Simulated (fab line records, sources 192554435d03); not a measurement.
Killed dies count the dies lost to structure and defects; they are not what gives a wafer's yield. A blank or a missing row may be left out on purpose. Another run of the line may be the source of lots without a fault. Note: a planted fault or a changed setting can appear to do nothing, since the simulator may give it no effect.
fab line records + flow n5_finfet
[record]
- lots = 7
- wafers = 39
route steps=1938 shown ZERO_LAYER@11 FIN_SAQP@94 SD_EPI_N@269 MOL_CONTACT_COAG@547 BEOL_M3@969
start_h: hours from the record's first day to the start of the lot's first wafer shown + wait_h: time in hours since the lot's previous step + " repeats the value in the row above + L1.1+2: a single row standing in for several wafers + - no value, or no start given + * or withheld: withheld + < > ~ a bound
route shown NAME@n: a module of which the file shows steps, and the number in the route of the first + usual: mean/standard deviation of fault-free wafers + same: alike in all rows + chamber/n: place in a boat + sites: per-site readings + _std_site: their standard deviation + _edge_site: the outer-site mean with the inner-site mean subtracted + radius_mm: for every site, how far away it sits from the centre of the wafer + mask NAME#n: copy n + behind: the tool/chamber that last shaped the wafer + hold: why the lot went on hold/how many hours it stayed there/how the hold came to an end + device: the n, p or np transistor that did not switch + end of line: the route-end tests of the same wafers + where a step has no rows: the recipe by itself + killed: the dies lost at the first sort to structure and to defects; this is not the yield of the wafer + map: the dies of a wafer, with x for killed, . for not killed, _ for no die there
set.NAME: setting as actually run; set.NAME@STEP: the setting as run at that earlier step + model.NAME: the simulator's own value behind a step, which no gauge read
lots run with intentionally changed settings; tables by step, rows by wafer
[[steps]]
[step N5_ZERO_LAYER_DEVELOP_10]
[recipe]
- develop_time_s = 60
- rinse_liquid = diw
- dry = air_spin
- dev_temp_c = 21
| lot.wafer        | tool           | chamber | start_h | wait_h | set.develop_time_s |
|------------------|----------------|---------|---------|--------|--------------------|
| L078.1+2+3+4+5+6 | litho_track-03 | 0       | -       | -      | 60                 |
| L084.1+5+6       | litho_track-05 | 0       | -       | -      | 60                 |
| L084.2+3+4       | "              | 0       | "       | "      | 32.73              |
| L087.1+2+3+4+5+6 | litho_track-03 | 0       | -       | -      | 60                 |
| L088.1+2+5       | litho_track-03 | 0       | -       | -      | 32.43              |
| L088.3+4+6       | "              | 0       | "       | "      | 60                 |
| L092.2+3+6       | litho_track-04 | 0       | -       | -      | 60                 |
| L094.1+3+4       | litho_track-04 | 0       | -       | -      | 60                 |
| L094.2+5+6       | "              | 0       | "       | "      | 91.35              |
| L097.1+3+4       | litho_track-05 | 0       | -       | -      | 60                 |
| L097.2+5+6       | "              | 0       | "       | "      | 71.99              |
[step N5_ZERO_LAYER_HARDBAKE_23]
[recipe]
- temp_c = 130
- time_s = 120
[step N5_ZERO_LAYER_CD_MEAS_11]
[recipe]
- target_cd_nm = 2000
- landing_energy_ev = 500
- detector = se_inlens
[usual]
- cd_nm = 1999.9/1.7
| lot.wafer | tool      | chamber | start_h | wait_h | set.develop_time_s@ZERO_LAYER_DEVELOP_10 | cd_nm  |
|-----------|-----------|---------|---------|--------|------------------------------------------|--------|
| L078.1    | cd_sem-03 | 0       | 36.68   | -      | 60                                       | 1999.0 |
| L078.2    | "         | 0       | "       | "      | 60                                       | 1999.2 |
| L078.3    | "         | 0       | "       | "      | 60                                       | 1999.1 |
| L078.4    | "         | 0       | "       | "      | 60                                       | 2000.5 |
| L078.5    | "         | 0       | "       | "      | 60                                       | 1999.6 |
| L078.6    | "         | 0       | "       | "      | 60                                       | 2001.1 |
| L084.1    | cd_sem-03 | 0       | 72.64   | -      | 60                                       | 2003.4 |
| L084.2    | "         | 0       | "       | "      | 32.73                                    | 1991.6 |
| L084.3    | "         | 0       | "       | "      | 32.73                                    | 1991.0 |
| L084.4    | "         | 0       | "       | "      | 32.73                                    | 1990.0 |
| L084.5    | "         | 0       | "       | "      | 60                                       | 2002.5 |
| L084.6    | "         | 0       | "       | "      | 60                                       | 2004.9 |
| L087.1    | cd_sem-02 | 0       | 90.66   | -      | 60                                       | 2000.1 |
| L087.2    | "         | 0       | "       | "      | 60                                       | 2000.7 |
| L087.3    | "         | 0       | "       | "      | 60                                       | 1999.4 |
| L087.4    | "         | 0       | "       | "      | 60                                       | 2000.7 |
| L087.5    | "         | 0       | "       | "      | 60                                       | 2000.2 |
| L087.6    | "         | 0       | "       | "      | 60                                       | 2001.3 |
| L088.1    | cd_sem-01 | 0       | 96.65   | -      | 32.43                                    | 1987.1 |
| L088.2    | "         | 0       | "       | "      | 32.43                                    | 1987.6 |
| L088.3    | "         | 0       | "       | "      | 60                                       | 2000.3 |
| L088.4    | "         | 0       | "       | "      | 60                                       | 2000.4 |
| L088.5    | "         | 0       | "       | "      | 32.43                                    | 1985.9 |
| L088.6    | "         | 0       | "       | "      | 60                                       | 1999.0 |
| L092.2    | cd_sem-01 | 0       | 120.77  | -      | 60                                       | 1999.7 |
| L092.3    | "         | 0       | "       | "      | 60                                       | 2000.8 |
| L092.6    | "         | 0       | "       | "      | 60                                       | 2001.4 |
| L094.1    | cd_sem-01 | 0       | 132.77  | -      | 60                                       | 2000.6 |
| L094.2    | "         | 0       | "       | "      | 91.35                                    | 2008.9 |
| L094.3    | "         | 0       | "       | "      | 60                                       | 2003.5 |
| L094.4    | "         | 0       | "       | "      | 60                                       | 2000.5 |
| L094.5    | "         | 0       | "       | "      | 91.35                                    | 2010.9 |
| L094.6    | "         | 0       | "       | "      | 91.35                                    | 2010.1 |
| L097.1    | cd_sem-01 | 0       | 150.77  | -      | 60                                       | 2000.5 |
| L097.2    | "         | 0       | "       | "      | 71.99                                    | 2003.1 |
| L097.3    | "         | 0       | "       | "      | 60                                       | 1998.6 |
| L097.4    | "         | 0       | "       | "      | 60                                       | 1999.5 |
| L097.5    | "         | 0       | "       | "      | 71.99                                    | 2002.7 |
| L097.6    | "         | 0       | "       | "      | 71.99                                    | 2003.7 |
[step N5_ZERO_LAYER_DESCUM_16]
[recipe]
- chemistry = O2
- time_s = 7.9
- source_power_w = 50
- bias_power_w = 20
- pressure_mtorr = 20
- rf_frequency_hz = 2.712e+07
- temp_c = 40
- o2_flow_sccm = 225
| lot.wafer  | tool        | chamber | start_h | wait_h | set.develop_time_s@ZERO_LAYER_DEVELOP_10 | model.ZERO_LAYER.cd_nm |
|------------|-------------|---------|---------|--------|------------------------------------------|------------------------|
| L078.1+2+5 | rie_diel-01 | 3,0,3   | 36.91   | 0.2    | 60                                       | 1999                   |
| L078.3+4   | "           | 2,1     | "       | "      | 60                                       | 2000                   |
| L078.6     | "           | 2       | "       | "      | 60                                       | 2001                   |
| L084.1     | rie_diel-01 | 2       | 72.68   | 0.0    | 60                                       | -                      |
| L084.2     | "           | 3       | "       | "      | 32.73                                    | 1992                   |
| L084.3     | "           | 0       | "       | "      | 32.73                                    | 1991                   |
| L084.4     | "           | 1       | "       | "      | 32.73                                    | 1990                   |
| L084.5     | "           | 0       | "       | "      | 60                                       | 2002                   |
| L084.6     | "           | 3       | "       | "      | 60                                       | 2005                   |
| L087.1+5   | rie_diel-06 | 0,2     | 90.70   | 0.0    | 60                                       | 2000                   |
| L087.2     | "           | 3       | "       | "      | 60                                       | -                      |
| L087.3     | "           | 1       | "       | "      | 60                                       | 1999                   |
| L087.4+6   | "           | 2,1     | "       | "      | 60                                       | 2001                   |
| L088.1+2   | rie_diel-01 | 1,0     | 96.78   | 0.1    | 32.43                                    | 1987                   |
| L088.3+4   | "           | 2,3     | "       | "      | 60                                       | 2000                   |
| L088.5     | "           | 1       | "       | "      | 32.43                                    | 1986                   |
| L088.6     | "           | 2       | "       | "      | 60                                       | 1999                   |
| L092.2     | rie_diel-01 | 1       | 120.81  | 0.0    | 60                                       | 1999                   |
| L092.3+6   | "           | 2,1     | "       | "      | 60                                       | 2001                   |
| L094.1     | rie_diel-02 | 0       | 132.80  | 0.0    | 60                                       | -                      |
| L094.2     | "           | 1       | "       | "      | 91.35                                    | 2009                   |
| L094.3     | "           | 2       | "       | "      | 60                                       | 2003                   |
| L094.4     | "           | 2       | "       | "      | 60                                       | 2000                   |
| L094.5     | "           | 0       | "       | "      | 91.35                                    | 2011                   |
| L094.6     | "           | 1       | "       | "      | 91.35                                    | 2010                   |
| L097.1     | rie_diel-06 | 3       | 150.80  | 0.0    | 60                                       | 2000                   |
| L097.2+5   | "           | 1       | "       | "      | 71.99                                    | 2003                   |
| L097.3+4   | "           | 0,2     | "       | "      | 60                                       | 1999                   |
| L097.6     | "           | 2       | "       | "      | 71.99                                    | 2004                   |
[step N5_ZERO_LAYER_ETCH_17]
[recipe]
- chemistry = CF4
- target = SiO2
- target_depth_a = 120
- time_s = 13.3
- ion_energy_ev = 350
- pressure_mtorr = 40
- source_w = 450
- bias_w = 215
- Ar_flow_sccm = 100
- cf4_flow_sccm = 100
| lot.wafer  | tool        | chamber | start_h | wait_h | set.develop_time_s@ZERO_LAYER_DEVELOP_10 | model.ZERO_LAYER.cd_nm |
|------------|-------------|---------|---------|--------|------------------------------------------|------------------------|
| L078.1+2+5 | rie_diel-01 | 3,0,3   | 36.94   | 0.0    | 60                                       | 1999                   |
| L078.3+4   | "           | 2,1     | "       | "      | 60                                       | 2000                   |
| L078.6     | "           | 2       | "       | "      | 60                                       | 2001                   |
| L084.1     | rie_diel-01 | 2       | 72.72   | 0.0    | 60                                       | 2004                   |
| L084.2     | "           | 3       | "       | "      | 32.73                                    | 1992                   |
| L084.3     | "           | 0       | "       | "      | 32.73                                    | 1991                   |
| L084.4     | "           | 1       | "       | "      | 32.73                                    | 1990                   |
| L084.5     | "           | 0       | "       | "      | 60                                       | 2002                   |
| L084.6     | "           | 3       | "       | "      | 60                                       | 2005                   |
| L087.1+2+5 | rie_diel-06 | 0,3,2   | 90.73   | 0.0    | 60                                       | 2000                   |
| L087.3     | "           | 1       | "       | "      | 60                                       | 1999                   |
| L087.4+6   | "           | 2,1     | "       | "      | 60                                       | 2001                   |
| L088.1     | rie_diel-01 | 1       | 96.81   | 0.0    | 32.43                                    | 1987                   |
| L088.2     | "           | 0       | "       | "      | 32.43                                    | 1988                   |
| L088.3+4   | "           | 2,3     | "       | "      | 60                                       | 2000                   |
| L088.5     | "           | 1       | "       | "      | 32.43                                    | 1986                   |
| L088.6     | "           | 2       | "       | "      | 60                                       | 1999                   |
| L092.2     | rie_diel-01 | 1       | 120.85  | 0.0    | 60                                       | 1999                   |
| L092.3+6   | "           | 2,1     | "       | "      | 60                                       | 2001                   |
| L094.1     | rie_diel-02 | 0       | 132.84  | 0.0    | 60                                       | -                      |
| L094.2     | "           | 1       | "       | "      | 91.35                                    | 2009                   |
| L094.3     | "           | 2       | "       | "      | 60                                       | 2003                   |
| L094.4     | "           | 2       | "       | "      | 60                                       | 2000                   |
| L094.5     | "           | 0       | "       | "      | 91.35                                    | 2011                   |
| L094.6     | "           | 1       | "       | "      | 91.35                                    | 2010                   |
| L097.1     | rie_diel-06 | 3       | 150.84  | 0.0    | 60                                       | 2000                   |
| L097.2+5   | "           | 1       | "       | "      | 71.99                                    | 2003                   |
| L097.3     | "           | 0       | "       | "      | 60                                       | 1998                   |
| L097.4     | "           | 2       | "       | "      | 60                                       | 1999                   |
| L097.6     | "           | 2       | "       | "      | 71.99                                    | 2004                   |
[step N5_FIN_SAQP_ALD_61]
[recipe]
- material = SiO2
- target_thk_a = 40
- temp_c = 300
- ald_precursor_family = BDEAS
- ald_co_reactant = O2-plasma
- pulse_time_s = 1
- purge_time_s = 2
- co_reactant_purge_time_s = 2
- ald_cycles = 43
- pressure_torr = 2
| lot.wafer | tool       | chamber | start_h | wait_h | set.ald_cycles | model.SiO2_of_FIN_SAQP_ALD_61.thk_nm |
|-----------|------------|---------|---------|--------|----------------|--------------------------------------|
| L078.1    | ald_sin-04 | 0       | 44.10   | 0.0    | 18             | 1.671                                |
| L078.2    | "          | 2       | "       | "      | 18             | 1.663                                |
| L078.3    | "          | 1       | "       | "      | 43             | 4.023                                |
| L078.4    | "          | 3       | "       | "      | 18             | 1.66                                 |
| L078.5    | "          | 2       | "       | "      | 43             | 3.984                                |
| L078.6    | "          | 1       | "       | "      | 43             | 3.987                                |
| L084.1    | ald_sin-02 | 3       | 80.43   | 0.0    | 43             | 3.98                                 |
| L084.2    | "          | 0       | "       | "      | 43             | 3.999                                |
| L084.3    | "          | 2       | "       | "      | 43             | 3.979                                |
| L084.4    | "          | 1       | "       | "      | 43             | 3.995                                |
| L084.5    | "          | 0       | "       | "      | 43             | 3.973                                |
| L084.6    | "          | 3       | "       | "      | 43             | 3.994                                |
| L087.1    | ald_sin-02 | 3       | 99.64   | 1.7    | 43             | 3.994                                |
| L087.2    | "          | 0       | "       | "      | 58             | 5.396                                |
| L087.3    | "          | 2       | "       | "      | 58             | 5.379                                |
| L087.4    | "          | 1       | "       | "      | 58             | 5.418                                |
| L087.5    | "          | 2       | "       | "      | 43             | 3.983                                |
| L087.6    | "          | 3       | "       | "      | 43             | 3.98                                 |
| L088.1    | ald_sin-03 | 1       | 104.47  | 0.2    | 68             | 6.327                                |
| L088.2    | "          | 0       | "       | "      | 43             | 3.987                                |
| L088.3    | "          | 3       | "       | "      | 43             | 3.969                                |
| L088.4    | "          | 2       | "       | "      | 68             | 6.307                                |
| L088.5    | "          | 0       | "       | "      | 43             | 4.001                                |
| L088.6    | "          | 3       | "       | "      | 68             | 6.296                                |
| L092.2    | ald_sin-02 | 3       | 128.28  | 0.0    | 43             | 4.007                                |
| L092.3    | "          | 0       | "       | "      | 43             | 3.984                                |
| L092.6    | "          | 3       | "       | "      | 43             | 4.001                                |
| L094.1    | ald_sin-03 | 2       | 140.26  | 0.0    | 43             | 4.005                                |
| L094.2    | "          | 1       | "       | "      | 43             | 3.997                                |
| L094.3    | "          | 3       | "       | "      | 26             | 2.4                                  |
| L094.4    | "          | 0       | "       | "      | 26             | 2.408                                |
| L094.5    | "          | 0       | "       | "      | 26             | 2.428                                |
| L094.6    | "          | 3       | "       | "      | 43             | 4.003                                |
| L097.1    | ald_sin-04 | 3       | 158.37  | 0.4    | 43             | 3.984                                |
| L097.2    | "          | 0       | "       | "      | 43             | 4.018                                |
| L097.3    | "          | 2       | "       | "      | 43             | 3.991                                |
| L097.4    | "          | 1       | "       | "      | 43             | 4.009                                |
| L097.5    | "          | 3       | "       | "      | 43             | 4.004                                |
| L097.6    | "          | 0       | "       | "      | 43             | 4.016                                |
[step N5_SD_EPI_N_DEVELOP_08]
[recipe]
- develop_time_s = 30
- developer = TMAH
- resist = CAR-ArF-block
- dev_temp_c = 23
- rinse_liquid = diw
- dry = air_spin
| lot.wafer        | tool           | chamber | start_h | wait_h | set.develop_time_s |
|------------------|----------------|---------|---------|--------|--------------------|
| L078.1+2+5       | litho_track-01 | 0       | -       | -      | 13.72              |
| L078.3+4+6       | "              | 0       | "       | "      | 30                 |
| L084.1+2+6       | litho_track-04 | 0       | -       | -      | 30                 |
| L084.3+4+5       | "              | 0       | "       | "      | 17.18              |
| L087.1+2+3       | litho_track-02 | 0       | -       | -      | 30                 |
| L087.4+5+6       | "              | 0       | "       | "      | 37.61              |
| L088.1+2+3+4+5+6 | litho_track-02 | 0       | -       | -      | 30                 |
| L092.2+3+6       | litho_track-04 | 0       | -       | -      | 30                 |
| L094.1+2+3+4+5+6 | litho_track-02 | 0       | -       | -      | 30                 |
| L097.1+3+5       | litho_track-01 | 0       | -       | -      | 46.36              |
| L097.2+4+6       | "              | 0       | "       | "      | 30                 |
[step N5_SD_EPI_N_CD_MEAS_09]
[recipe]
- target_cd_nm = 120
- landing_energy_ev = 500
- detector = se_inlens
[usual]
- cd_nm = 120.0/0.55
| lot.wafer | tool      | chamber | start_h | wait_h | set.develop_time_s@SD_EPI_N_DEVELOP_08 | cd_nm |
|-----------|-----------|---------|---------|--------|----------------------------------------|-------|
| L078.1    | cd_sem-03 | 0       | 71.20   | -      | 13.72                                  | 115.0 |
| L078.2    | "         | 0       | "       | "      | 13.72                                  | 115.5 |
| L078.3    | "         | 0       | "       | "      | 30                                     | 119.8 |
| L078.4    | "         | 0       | "       | "      | 30                                     | 119.6 |
| L078.5    | "         | 0       | "       | "      | 13.72                                  | 115.1 |
| L078.6    | "         | 0       | "       | "      | 30                                     | 119.7 |
| L084.1    | cd_sem-02 | 0       | 110.60  | -      | 30                                     | 120.4 |
| L084.2    | "         | 0       | "       | "      | 30                                     | 120.0 |
| L084.3    | "         | 0       | "       | "      | 17.18                                  | 117.2 |
| L084.4    | "         | 0       | "       | "      | 17.18                                  | 117.1 |
| L084.5    | "         | 0       | "       | "      | 17.18                                  | 117.2 |
| L084.6    | "         | 0       | "       | "      | 30                                     | 119.6 |
| L087.1    | cd_sem-03 | 0       | 126.89  | -      | 30                                     | 119.3 |
| L087.2    | "         | 0       | "       | "      | 30                                     | 119.9 |
| L087.3    | "         | 0       | "       | "      | 30                                     | 120.1 |
| L087.4    | "         | 0       | "       | "      | 37.61                                  | 120.9 |
| L087.5    | "         | 0       | "       | "      | 37.61                                  | 120.8 |
| L087.6    | "         | 0       | "       | "      | 37.61                                  | 121.2 |
| L088.1    | cd_sem-01 | 0       | 131.63  | -      | 30                                     | 120.5 |
| L088.2    | "         | 0       | "       | "      | 30                                     | 120.6 |
| L088.3    | "         | 0       | "       | "      | 30                                     | 119.7 |
| L088.4    | "         | 0       | "       | "      | 30                                     | 120.5 |
| L088.5    | "         | 0       | "       | "      | 30                                     | 120.4 |
| L088.6    | "         | 0       | "       | "      | 30                                     | 120.0 |
| L092.2    | cd_sem-03 | 0       | 155.72  | -      | 30                                     | 120.3 |
| L092.3    | "         | 0       | "       | "      | 30                                     | 120.4 |
| L092.6    | "         | 0       | "       | "      | 30                                     | 120.1 |
| L094.1    | cd_sem-02 | 0       | 168.08  | -      | 30                                     | 120.2 |
| L094.2    | "         | 0       | "       | "      | 30                                     | 120.3 |
| L094.3    | "         | 0       | "       | "      | 30                                     | 119.0 |
| L094.4    | "         | 0       | "       | "      | 30                                     | 120.2 |
| L094.5    | "         | 0       | "       | "      | 30                                     | 119.2 |
| L094.6    | "         | 0       | "       | "      | 30                                     | 119.1 |
| L097.1    | cd_sem-02 | 0       | 186.62  | -      | 46.36                                  | 121.9 |
| L097.2    | "         | 0       | "       | "      | 30                                     | 119.3 |
| L097.3    | "         | 0       | "       | "      | 46.36                                  | 122.3 |
| L097.4    | "         | 0       | "       | "      | 30                                     | 120.1 |
| L097.5    | "         | 0       | "       | "      | 46.36                                  | 123.2 |
| L097.6    | "         | 0       | "       | "      | 30                                     | 120.2 |
[step N5_SD_EPI_N_DESCUM_14]
[recipe]
- chemistry = O2
- time_s = 7.9
- source_power_w = 50
- bias_power_w = 20
- pressure_mtorr = 20
- rf_frequency_hz = 2.712e+07
- temp_c = 40
- resist = CAR-ArF-block
- o2_flow_sccm = 225
| lot.wafer  | tool        | chamber | start_h | wait_h | set.develop_time_s@SD_EPI_N_DEVELOP_08 | model.SD_EPI_N.cd_nm |
|------------|-------------|---------|---------|--------|----------------------------------------|----------------------|
| L078.1     | rie_diel-04 | 3       | 71.43   | 0.2    | 13.72                                  | 115.2                |
| L078.2+5   | "           | 1,3     | "       | "      | 13.72                                  | 115.4                |
| L078.3     | "           | 2       | "       | "      | 30                                     | 119.6                |
| L078.4+6   | "           | 0       | "       | "      | 30                                     | 119.8                |
| L084.1+2   | rie_diel-05 | 1,2     | 110.69  | 0.0    | 30                                     | 120.2                |
| L084.3+5   | "           | 3,0     | "       | "      | 17.18                                  | 117.2                |
| L084.4     | "           | 0       | "       | "      | 17.18                                  | 117                  |
| L084.6     | "           | 1       | "       | "      | 30                                     | 119.6                |
| L087.1     | rie_diel-05 | 2       | 126.98  | 0.0    | 30                                     | 119.6                |
| L087.2     | "           | 1       | "       | "      | 30                                     | 119.8                |
| L087.3     | "           | 0       | "       | "      | 30                                     | 120.4                |
| L087.4     | "           | 3       | "       | "      | 37.61                                  | 120.6                |
| L087.5+6   | "           | 1,2     | "       | "      | 37.61                                  | 121                  |
| L088.1+2   | rie_diel-03 | 0,2     | 131.72  | 0.0    | 30                                     | 120.6                |
| L088.3     | "           | 3       | "       | "      | 30                                     | 119.8                |
| L088.4     | "           | 3       | "       | "      | 30                                     | 120.2                |
| L088.5     | "           | 2       | "       | "      | 30                                     | 120.4                |
| L088.6     | "           | 0       | "       | "      | 30                                     | 120                  |
| L092.2     | rie_diel-04 | 3       | 155.81  | 0.0    | 30                                     | 120.6                |
| L092.3     | "           | 3       | "       | "      | 30                                     | 120.4                |
| L092.6     | "           | 3       | "       | "      | 30                                     | 120.2                |
| L094.1+4   | rie_diel-03 | 3       | 168.19  | 0.1    | 30                                     | 120.2                |
| L094.2     | "           | 2       | "       | "      | 30                                     | 120.4                |
| L094.3+5+6 | "           | 0,2,0   | "       | "      | 30                                     | 119.4                |
| L097.1+3   | rie_diel-05 | 3,0     | 186.71  | 0.0    | 46.36                                  | 122                  |
| L097.2     | "           | 2       | "       | "      | 30                                     | 119.4                |
| L097.4     | "           | 0       | "       | "      | 30                                     | 120.2                |
| L097.5     | "           | 2       | "       | "      | 46.36                                  | 123                  |
| L097.6     | "           | 3       | "       | "      | 30                                     | 120                  |
[step N5_SD_EPI_N_ETCH_34]
[recipe]
- chemistry = CF4
- target = SiARC
- target_depth_a = 455
- mask_material = CAR-ArF-block
- time_s = 75.8
- ion_energy_ev = 80
- pressure_mtorr = 40
- source_w = 545
- bias_w = 36
- Ar_flow_sccm = 100
- cf4_flow_sccm = 100
- ends = cleared
| lot.wafer | tool        | chamber | start_h | wait_h | set.develop_time_s@SD_EPI_N_DEVELOP_08 | model.SD_EPI_N.cd_nm |
|-----------|-------------|---------|---------|--------|----------------------------------------|----------------------|
| L078.1+5  | rie_diel-04 | 3       | 71.47   | 0.0    | 13.72                                  | 115.2                |
| L078.2    | "           | 1       | "       | "      | 13.72                                  | 115.4                |
| L078.3    | "           | 2       | "       | "      | 30                                     | 119.6                |
| L078.4+6  | "           | 0       | "       | "      | 30                                     | 119.8                |
| L084.1+2  | rie_diel-05 | 1,2     | 110.73  | 0.0    | 30                                     | 120.2                |
| L084.3+5  | "           | 3,0     | "       | "      | 17.18                                  | 117.2                |
| L084.4    | "           | 0       | "       | "      | 17.18                                  | 117                  |
| L084.6    | "           | 1       | "       | "      | 30                                     | 119.6                |
| L087.1    | rie_diel-05 | 2       | 127.02  | 0.0    | 30                                     | 119.4                |
| L087.2    | "           | 1       | "       | "      | 30                                     | 119.8                |
| L087.3    | "           | 0       | "       | "      | 30                                     | 120.4                |
| L087.4    | "           | 3       | "       | "      | 37.61                                  | 120.4                |
| L087.5    | "           | 1       | "       | "      | 37.61                                  | 120.8                |
| L087.6    | "           | 2       | "       | "      | 37.61                                  | 121                  |
| L088.1    | rie_diel-03 | 0       | 131.75  | 0.0    | 30                                     | 120.8                |
| L088.2    | "           | 2       | "       | "      | 30                                     | 120.6                |
| L088.3    | "           | 3       | "       | "      | 30                                     | 120                  |
| L088.4    | "           | 3       | "       | "      | 30                                     | 120.4                |
| L088.5+6  | "           | 2,0     | "       | "      | 30                                     | 120.2                |
| L092.2+3  | rie_diel-04 | 3       | 155.86  | 0.0    | 30                                     | 120.6                |
| L092.6    | "           | 3       | "       | "      | 30                                     | 120.2                |
| L094.1    | rie_diel-03 | 3       | 168.23  | 0.0    | 30                                     | 120                  |
| L094.2    | "           | 2       | "       | "      | 30                                     | 120.2                |
| L094.3    | "           | 0       | "       | "      | 30                                     | 119.6                |
| L094.4    | "           | 3       | "       | "      | 30                                     | 120.4                |
| L094.5    | "           | 2       | "       | "      | 30                                     | 119.2                |
| L094.6    | "           | 0       | "       | "      | 30                                     | 119.8                |
| L097.1+3  | rie_diel-05 | 3,0     | 186.74  | 0.0    | 46.36                                  | 122                  |
| L097.2    | "           | 2       | "       | "      | 30                                     | 119.4                |
| L097.4    | "           | 0       | "       | "      | 30                                     | 120.2                |
| L097.5    | "           | 2       | "       | "      | 46.36                                  | 123.2                |
| L097.6    | "           | 3       | "       | "      | 30                                     | 119.8                |
[step N5_MOL_CONTACT_COAG_SPUTTER_143]
[recipe]
- material = Co
- target_thk_a = 25
- temp_c = 25
- chamber_pressure_pa = 0.2
| lot.wafer        | tool           | chamber | start_h | wait_h | set.target_thk_a | model.Co_of_MOL_CONTACT_COAG_SPUTTER_143.thk_nm |
|------------------|----------------|---------|---------|--------|------------------|-------------------------------------------------|
| L078.1+4+6       | pvd_sputter-01 | -       | 114.10  | 0.0    | 29.86            | 2.8                                             |
| L078.2+3+5       | "              | -       | "       | "      | 25               | 2.4                                             |
| L084.1+2+5       | pvd_sputter-01 | -       | 151.77  | 0.0    | 25               | 2.4                                             |
| L084.3+4         | "              | -       | "       | "      | 15.39            | 1.4                                             |
| L084.6           | "              | -       | "       | "      | 15.39            | 1.6                                             |
| L087.1+2+3+4+5+6 | pvd_sputter-02 | -       | 167.78  | 0.0    | 25               | 2.4                                             |
| L088.1+3+5       | pvd_sputter-02 | -       | 178.33  | 0.0    | 25               | 2.4                                             |
| L088.2+4+6       | "              | -       | "       | "      | 12.52            | 1.2                                             |
| L092.2+3         | pvd_sputter-01 | -       | 197.51  | 0.0    | 25               | 2.6                                             |
| L092.6           | "              | -       | "       | "      | 25               | 2.8                                             |
| L094.1+5         | pvd_sputter-03 | -       | 209.55  | 0.0    | 33.13            | 3.4                                             |
| L094.2+4+6       | "              | -       | "       | "      | 25               | 2.4                                             |
| L094.3           | "              | -       | "       | "      | 33.13            | 3.2                                             |
| L097.1+3         | pvd_sputter-02 | -       | 227.60  | 0.0    | 25               | 2.6                                             |
| L097.2+5         | "              | -       | "       | "      | 35.61            | 3.6                                             |
| L097.4           | "              | -       | "       | "      | 35.61            | 3.8                                             |
| L097.6           | "              | -       | "       | "      | 25               | 2.8                                             |
[step N5_BEOL_M3_DESCUM_33]
[recipe]
- chemistry = O2
- time_s = 7
- source_power_w = 50
- bias_power_w = 20
- pressure_mtorr = 20
- rf_frequency_hz = 2.712e+07
- temp_c = 40
- resist = CAR-EUV
- o2_flow_sccm = 225
| lot.wafer      | tool        | chamber   | start_h | wait_h | set.time_s | model.CAR-EUV_of_BEOL_M3_COAT_22.thk_nm |
|----------------|-------------|-----------|---------|--------|------------|-----------------------------------------|
| L078.1         | rie_diel-06 | 3         | 169.86  | 0.0    | 7          | 26.2                                    |
| L078.2+3+4+5+6 | "           | 1,2,2,3,1 | "       | "      | 7          | 26                                      |
| L084.1         | rie_diel-02 | 1         | 209.64  | 0.0    | 7          | 26                                      |
| L084.2+3       | "           | 2,0       | "       | "      | 7          | 26.2                                    |
| L084.4+5+6     | "           | 3,1,2     | "       | "      | 8.981      | 25.2                                    |
| L087.1+2+4+6   | rie_diel-02 | 3,2,0,3   | 219.82  | 0.1    | 7          | 26                                      |
| L087.3+5       | "           | 1,2       | "       | "      | 7          | 26.2                                    |
| L088.1+2+6     | rie_diel-01 | 1,0,1     | 242.89  | 0.0    | 4.998      | 27                                      |
| L088.3+4+5     | "           | 2,0,2     | "       | "      | 7          | 26                                      |
| L092.2+3+6     | rie_diel-02 | 3,1,2     | 257.27  | 0.9    | 7          | 26.2                                    |
| L094.1+2       | rie_diel-01 | 1,0       | 257.45  | 0.4    | 7          | 26.2                                    |
| L094.3+4+6     | "           | 2,0,1     | "       | "      | 8.902      | 25.2                                    |
| L094.5         | "           | 2         | "       | "      | 7          | 26                                      |
| L097.1+2+3+5+6 | rie_diel-02 | 0,3,2,3,0 | 282.79  | 0.0    | 7          | 26.2                                    |
| L097.4         | "           | 1         | "       | "      | 7          | 26.4                                    |
[[key]]
[split]
- step = N5_ZERO_LAYER_DEVELOP_10
- setting = develop_time_s
- stated = 60
- by = wafer
[response]
- step = N5_ZERO_LAYER_CD_MEAS_11
- reading = cd_nm
- change = +0.231
- per = 1%
- r = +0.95
[response]
- step = N5_ZERO_LAYER_DESCUM_16
- reading = model.ZERO_LAYER.cd_nm
- change = +0.235
- per = 1%
- r = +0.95
[response]
- step = N5_ZERO_LAYER_ETCH_17
- reading = model.ZERO_LAYER.cd_nm
- change = +0.238
- per = 1%
- r = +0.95
[split]
- step = N5_FIN_SAQP_ALD_61
- setting = ald_cycles
- stated = 43
- by = wafer
[response]
- step = N5_FIN_SAQP_ALD_61
- reading = model.SiO2_of_FIN_SAQP_ALD_61.thk_nm
- change = +0.0401
- per = 1%
- r = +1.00
[split]
- step = N5_SD_EPI_N_DEVELOP_08
- setting = develop_time_s
- stated = 30
- by = wafer
[response]
- step = N5_SD_EPI_N_CD_MEAS_09
- reading = cd_nm
- change = +0.0638
- per = 1%
- r = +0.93
[response]
- step = N5_SD_EPI_N_DESCUM_14
- reading = model.SD_EPI_N.cd_nm
- change = +0.0619
- per = 1%
- r = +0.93
[response]
- step = N5_SD_EPI_N_ETCH_34
- reading = model.SD_EPI_N.cd_nm
- change = +0.063
- per = 1%
- r = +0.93
[split]
- step = N5_MOL_CONTACT_COAG_SPUTTER_143
- setting = target_thk_a
- stated = 25
- by = wafer
[response]
- step = N5_MOL_CONTACT_COAG_SPUTTER_143
- reading = model.Co_of_MOL_CONTACT_COAG_SPUTTER_143.thk_nm
- change = +0.0245
- per = 1%
- r = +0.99
[split]
- step = N5_BEOL_M3_DESCUM_33
- setting = time_s
- stated = 7
- by = wafer
[response]
- step = N5_BEOL_M3_DESCUM_33
- reading = model.CAR-EUV_of_BEOL_M3_COAT_22.thk_nm
- change = -0.0341
- per = 1%
- r = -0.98
